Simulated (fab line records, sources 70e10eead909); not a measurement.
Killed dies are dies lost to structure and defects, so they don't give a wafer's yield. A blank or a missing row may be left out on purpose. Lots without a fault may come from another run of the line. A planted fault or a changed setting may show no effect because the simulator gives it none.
Which tool did it? | flow nand_harc | 11 lots, 33 wafers sampled, at 5 steps of a route of 1302

WHAT THE GAUGES READ, wafer by wafer
NHARC_END_SORT_01.
lot  | measured     | on        | defect_limited_yield (%)
L383 | day 28 22:01 | prober-01 | 97.0 96.8 0
L385 | day 30 04:52 | prober-01 | 91.7 93.6 0

WHICH TOOL RAN EACH LOT (tool, then ch and the chambers of the sampled wafers, then the start)
lot  | NHARC_P_BONDPAD_ECD_18         | NHARC_A_BONDPAD_PRE_CLEAN_26            | NHARC_THIN_TSV_DESCUM_14           | NHARC_THIN_TSV_DESCUM_35
L373 | ecd_cu-01 ch 1, day 7 04:55    | pvd_sputter-03, day 24 10:29 or earlier | rie_diel-02 ch 2,3, day 24 10:29   | rie_diel-02 ch 0,3, day 24 16:23
L377 | ecd_cu-01 ch 0,1, day 8 18:08  | pvd_sputter-03, day 26 17:52 or earlier | rie_diel-02 ch 0,2, day 26 17:52   | rie_diel-03 ch 2,3, day 27 00:07
L376 | ecd_cu-01 ch 0, day 8 18:31    | pvd_sputter-01, day 26 08:49 or earlier | rie_diel-12 ch 0,2,3, day 26 08:49 | rie_diel-03 ch 1,2, day 26 14:35
L378 | ecd_cu-01 ch 0, day 9 11:59    | pvd_sputter-02, day 27 01:42 or earlier | rie_diel-03 ch 0,3, day 27 01:42   | rie_diel-12 ch 0,1,2, day 27 07:37
L379 | ecd_cu-01 ch 0,1, day 9 17:39  | pvd_sputter-02, day 26 19:05 or earlier | rie_diel-03 ch 1,2,3, day 26 19:05 | rie_diel-02 ch 0,2,3, day 27 01:17
L380 | ecd_cu-02 ch 0, day 10 00:21   | pvd_sputter-02, day 27 02:44 or earlier | rie_diel-02 ch 0,3, day 27 02:44   | rie_diel-12 ch 1,2, day 27 08:43
L381 | ecd_cu-02 ch 0,1, day 10 10:52 | pvd_sputter-01, day 28 00:13 or earlier | rie_diel-03 ch 0,1,3, day 28 00:13 | rie_diel-03 ch 0,3, day 28 06:13
L382 | ecd_cu-01 ch 0,1, day 11 04:04 | pvd_sputter-01, day 28 06:10 or earlier | rie_diel-02 ch 0,1,2, day 28 06:10 | rie_diel-12 ch 1,2, day 28 12:04
L383 | ecd_cu-01 ch 0,1, day 11 09:27 | pvd_sputter-03, day 28 07:23 or earlier | rie_diel-12 ch 1,3, day 28 07:23   | rie_diel-12 ch 0,2, day 28 13:47
L385 | ecd_cu-01 ch 0,1, day 11 20:34 | pvd_sputter-03, day 29 11:37 or earlier | rie_diel-02 ch 0,3, day 29 11:37   | rie_diel-02 ch 0,3, day 29 17:34
L393 | ecd_cu-02 ch 0,1, day 15 13:18 | pvd_sputter-02, day 32 13:52 or earlier | rie_diel-02 ch 2,3, day 32 13:52   | rie_diel-12 ch 1,2,3, day 32 19:45
- NHARC_P_BONDPAD_ECD_18: material Cu, target thk 400 nm.
- NHARC_A_BONDPAD_PRE_CLEAN_26: time 30 s.
- NHARC_THIN_TSV_DESCUM_14: chemistry O2, time 3 s.
- NHARC_THIN_TSV_DESCUM_35: chemistry O2, time 3 s.

THE ANSWER, worked out from the rows above alone
Rule: what is usual is taken from the lots themselves. Put in order of their means at a reading, lots are off if they are a third of the lots or fewer, leave a main group of 4 or more, and stand apart from it by a gap of 3 or more times the standard deviation of the main group's means; of several such gaps the widest counts. A main group whose means are all the same, to the digits that the tables above print for the reading, isn't used. A lot without any number at a reading at which 4 lots or more have one is off too. The other lots that the step has rows for count as sound.
No lot is off at any reading shown: from this, nothing can be told.

WHAT THE SIMULATOR HAD PUT IN
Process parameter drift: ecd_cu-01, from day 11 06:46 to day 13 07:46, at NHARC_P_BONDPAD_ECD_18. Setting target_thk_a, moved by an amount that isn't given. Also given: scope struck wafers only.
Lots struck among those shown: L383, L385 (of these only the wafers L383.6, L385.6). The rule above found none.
